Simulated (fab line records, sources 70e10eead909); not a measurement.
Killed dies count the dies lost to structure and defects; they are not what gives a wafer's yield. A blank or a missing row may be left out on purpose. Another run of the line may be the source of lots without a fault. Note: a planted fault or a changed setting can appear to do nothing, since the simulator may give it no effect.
The tool behind it: which one? -- flow nandHarc -- 35 wafers from 12 lots sampled at 5 of the route's 1159 steps

## WHAT THE GAUGES READ, wafer by wafer
NHARC_A_CHANNEL_HOLE_D1_CD_MEAS_30. Usual: cdNm reads 89.8 nm (standard deviation 1.7).
lot,measured,on,cdNm (nm),flag
L752,day 8 02:40,cdSem-03,89.2 88.9 93.6,
L753,day 9 02:13,cdSem-02,90.9 90.1 90.1,
L754,day 9 02:27,cdSem-03,89.9 88.8 87.4,
L757,day 9 15:08,cdSem-01,89.7 91.8 88.6,
L756,day 9 19:20,cdSem-01,91.0 87.8 88.4,
L760,day 10 06:30,cdSem-02,90.1 87.9 89.9,
L759,day 10 07:32,cdSem-03,89.1 91.7 89.5,
L762,day 10 22:37,cdSem-03,86.3 87.6 87.8,
L764,day 11 14:47,cdSem-01,92.6 90.8 89.7,
L768,day 12 15:58,cdSem-03,89.1 93.0 87.9,
L773,day 13 15:15,cdSem-01,89.9 90.6 93.8,
L774,day 14 02:07,cdSem-01,92.1 90.6,

NHARC_END_SORT_01. Usual: killedAtArray 25, standard deviation 7.8; killedAtOther 0.6, standard deviation 0.81; killedAtPeriphery 3.3, standard deviation 2.2; killedDies 29, standard deviation 8.2; killedOpen 3.5, standard deviation 1.9; killedShort 1.8, standard deviation 1.3.
lot,measured,on,killedAtArray,killedAtOther,killedAtPeriphery,killedDies,killedOpen,killedShort,flag
L773,day 24 05:01,prober-01,674 18 21,0 1 0,3 0 3,677 19 24,2 2 6,2 2 1,OFF
L774,day 25 00:56,prober-02,40,1,1,42,1,3,

## EACH LOT AND THE TOOL THAT RAN IT (in order: tool; ch and the chambers of the sampled wafers; start)
lot,NHARC_A_CHANNEL_HOLE_D1_ETCH_16,NHARC_A_CHANNEL_HOLE_D1_ETCH_33,NHARC_A_CHANNEL_HOLE_D1_ETCH_44
L752,"rieDiel-03 ch 1,3, day 8 00:37 or earlier","harEtch-02 ch 0,1, day 8 00:37","rieDiel-03 ch 1,2, day 8 01:51"
L753,"rieDiel-05 ch 1,3, day 9 00:40 or earlier","harEtch-01 ch 0,1, day 9 00:40","rieDiel-05 ch 2,3, day 9 01:24"
L754,"rieDiel-10 ch 1,3, day 9 00:55 or earlier","harEtch-02 ch 0,1, day 9 00:55","rieDiel-10 ch 0,1,3, day 9 01:40"
L757,"rieDiel-10 ch 0,3, day 9 13:37 or earlier","harEtch-01 ch 0, day 9 13:37","rieDiel-05 ch 0,1,2, day 9 14:20"
L756,"rieDiel-05 ch 2,3, day 9 17:46 or earlier","harEtch-01 ch 0,1, day 9 17:46","rieDiel-05 ch 0,1,3, day 9 18:33"
L760,"rieDiel-05 ch 0,1, day 10 05:00 or earlier","harEtch-01 ch 0,1, day 10 05:00","rieDiel-10 ch 0,2,3, day 10 05:43"
L759,"rieDiel-10 ch 0,1,3, day 10 06:01 or earlier","harEtch-02 ch 0, day 10 06:01","rieDiel-05 ch 0,1,3, day 10 06:44"
L762,"rieDiel-10 ch 0,1,3, day 10 21:04 or earlier","harEtch-01 ch 0,1, day 10 21:04","rieDiel-05 ch 0,2,3, day 10 21:49"
L764,"rieDiel-10 ch 0,1, day 11 13:14 or earlier","harEtch-02 ch 0,1, day 11 13:14","rieDiel-10 ch 0,1,3, day 11 14:00"
L768,"rieDiel-03 ch 0,1,3, day 12 14:27 or earlier","harEtch-02 ch 0,1, day 12 14:27","rieDiel-05 ch 0,1, day 12 15:10"
L773,"rieDiel-05 ch 0,1,2, day 13 13:43 or earlier","harEtch-02 ch 0,1, day 13 13:43","rieDiel-05 ch 0,1,3, day 13 14:28"
L774,"rieDiel-05 ch 1,3, day 14 00:40 or earlier","harEtch-02 ch 1, day 14 00:40","rieDiel-05 ch 0,1, day 14 01:20"
- NHARC_A_CHANNEL_HOLE_D1_ETCH_16: etches the open film in O2/COS, target depth 3100 nm, time 806 s.
- NHARC_A_CHANNEL_HOLE_D1_ETCH_33: etches the open film in C4F8/O2/Ar, time 90 s, target depth 400 nm.
- NHARC_A_CHANNEL_HOLE_D1_ETCH_44: etches the open film in CF4/O2, target depth 140 nm, overetch 14 nm, time 77 s.

## AS READ BY THE TOOLS THEMSELVES (means over the sampled wafers that have a number; for cases with no such wafer, the mark the record gives instead)
NHARC_A_CHANNEL_HOLE_D1_ETCH_16. Usual: cosFlowSccm 20.00 sccm, standard deviation 0.055; drypumpMotorCurrentA 5.7 A, standard deviation 0.45; mfcArSccm 0.008 sccm, standard deviation 0.012; oesProductAu 1.001 a.u., standard deviation 0.014; rfVppV 314.5 V, standard deviation 2.1; runLengthS 827.4 s, standard deviation 0.39; showerheadPlenumPTorr 3.15 Torr, standard deviation 0.14; throttleValvePct 28.329 %, standard deviation 0.0089.
lot,tool,cosFlowSccm (sccm),drypumpMotorCurrentA (A),mfcArSccm (sccm),oesProductAu (a.u.),rfVppV (V),runLengthS (s),showerheadPlenumPTorr (Torr),throttleValvePct (%),flag
L752,rieDiel-03,20.04,6.2,0.000,1.008,312.1,827.3,3.01,28.326,
L753,rieDiel-05,20.04,6.0,0.001,1.007,314.7,827.7,3.21,28.327,
L754,rieDiel-10,20.02,5.5,0.000,0.998,314.8,826.9,3.13,28.323,
L757,rieDiel-10,19.98,5.5,0.000,1.005,314.2,827.4,3.13,28.320,
L756,rieDiel-05,20.06,5.6,0.000,1.003,313.6,827.9,3.11,28.336,
L760,rieDiel-05,19.97,6.3,0.014,1.005,317.0,827.5,3.30,28.336,
L759,rieDiel-10,20.02,5.5,0.000,0.994,314.2,827.0,3.13,28.327,
L762,rieDiel-10,20.09,5.5,0.000,1.001,314.1,827.3,3.13,28.333,
L764,rieDiel-10,20.02,5.8,0.000,0.995,312.5,827.1,3.02,28.332,
L768,rieDiel-03,20.04,6.0,0.008,1.005,314.4,827.7,3.13,28.330,
L773,rieDiel-05,19.97,5.8,0.013,0.997,315.5,827.4,3.21,28.328,
L774,rieDiel-05,20.00,6.2,0.002,0.992,315.8,827.5,3.23,28.332,

NHARC_A_CHANNEL_HOLE_D1_ETCH_33. Usual: drypumpMotorCurrentA 5.84 A, standard deviation 0.2; mfcArSccm 374.9 sccm, standard deviation 1.2; runLengthS 121.3 s, standard deviation 0.56; showerheadPlenumPTorr 3.82 Torr, standard deviation 0.084; throttleValvePct 27.618 %, standard deviation 0.0084.
lot,tool,drypumpMotorCurrentA (A),mfcArSccm (sccm),runLengthS (s),showerheadPlenumPTorr (Torr),throttleValvePct (%),flag
L752,harEtch-02,5.71,373.5,121.0,3.77,27.616,
L753,harEtch-01,6.03,376.2,121.4,3.87,27.625,
L754,harEtch-02,5.69,375.1,120.8,3.77,27.621,
L757,harEtch-01,5.77,375.1,120.9,3.86,27.627,
L756,harEtch-01,6.02,374.7,121.6,3.86,27.623,
L760,harEtch-01,5.90,374.1,121.1,3.85,27.622,
L759,harEtch-02,5.73,373.9,120.4,3.68,27.610,
L762,harEtch-01,6.00,374.8,121.5,3.85,27.616,
L764,harEtch-02,5.70,374.1,121.0,3.75,27.623,
L768,harEtch-02,5.70,375.4,121.0,3.74,27.615,
L773,harEtch-02,5.67,376.3,121.4,3.81,27.609,
L774,harEtch-02,5.64,375.5,121.8,3.89,27.623,

NHARC_A_CHANNEL_HOLE_D1_ETCH_44. Usual: for drypumpMotorCurrentA, 5.7 A with a standard deviation of 0.47; for mfcArSccm, 0.009 sccm with a standard deviation of 0.013; for oesProductAu, 0.999 a.u. with a standard deviation of 0.012; for rfVppV, 198.1 V with a standard deviation of 1.3; for runLengthS, 98.4 s with a standard deviation of 0.38; for showerheadPlenumPTorr, 1.35 Torr with a standard deviation of 0.057; for throttleValvePct, 13.397 % with a standard deviation of 0.0088.
lot,tool,drypumpMotorCurrentA (A),mfcArSccm (sccm),oesProductAu (a.u.),rfVppV (V),runLengthS (s),showerheadPlenumPTorr (Torr),throttleValvePct (%),flag
L752,rieDiel-03,5.8,0.009,1.002,196.7,97.9,1.30,13.396,
L753,rieDiel-05,5.6,0.000,0.995,197.2,98.6,1.33,13.396,
L754,rieDiel-10,5.5,0.000,0.997,197.8,97.9,1.34,13.396,
L757,rieDiel-05,5.8,0.013,1.001,198.6,98.4,1.38,13.399,
L756,rieDiel-05,6.0,0.013,1.008,198.9,98.5,1.39,13.396,
L760,rieDiel-10,5.4,0.004,0.989,198.0,98.1,1.33,13.394,
L759,rieDiel-05,6.0,0.013,1.000,199.2,98.6,1.39,13.395,
L762,rieDiel-05,5.5,0.011,1.003,198.0,98.6,1.35,13.395,
L764,rieDiel-10,5.5,0.000,0.997,197.7,98.0,1.34,13.398,
L768,rieDiel-05,5.9,0.024,0.995,198.6,98.5,1.40,13.389,
L773,rieDiel-05,6.0,0.013,0.992,198.2,95.1,1.38,13.393,OFF
L774,rieDiel-05,6.1,0.019,0.992,199.2,92.9,1.40,13.392,OFF

## THE ANSWER, worked out from the rows above alone
Rule: take the mean of a lot's wafers that have a number; if it is more than 3 standard deviations from the usual mean, the lot is off. A lot without any number at a reading at which 4 lots or more have one is off too. The other lots that the step has rows for count as sound. First the gauges in route order, then the tools' own readings, where a lot's mean is used as printed above. The first step at which some lot is off is used, and at that step the reading that is off furthest; a lot without a number counts as furthest.
Off: L773 (NHARC_END_SORT_01, killedAtArray). Neither off nor sound, because the step has no rows for them: L752, L753, L754, L757, L756, L760, L759, L762, L764, L768.
If a tool, at a process step before that reading, ran all the lots that are off and no sound lot after the first of them, it fits. Not tried: the gauges at NHARC_END_SORT_01; whatever is off there is also off at NHARC_A_CHANNEL_HOLE_D1_ETCH_44, on other tools, and gauge error can't account for it. NHARC_A_CHANNEL_HOLE_D1_ETCH_16 gives no start for some lots, so the hours and the order of its lots are those of NHARC_A_CHANNEL_HOLE_D1_ETCH_33. None of those tried fits.

## WHAT THE SIMULATOR PUT IN
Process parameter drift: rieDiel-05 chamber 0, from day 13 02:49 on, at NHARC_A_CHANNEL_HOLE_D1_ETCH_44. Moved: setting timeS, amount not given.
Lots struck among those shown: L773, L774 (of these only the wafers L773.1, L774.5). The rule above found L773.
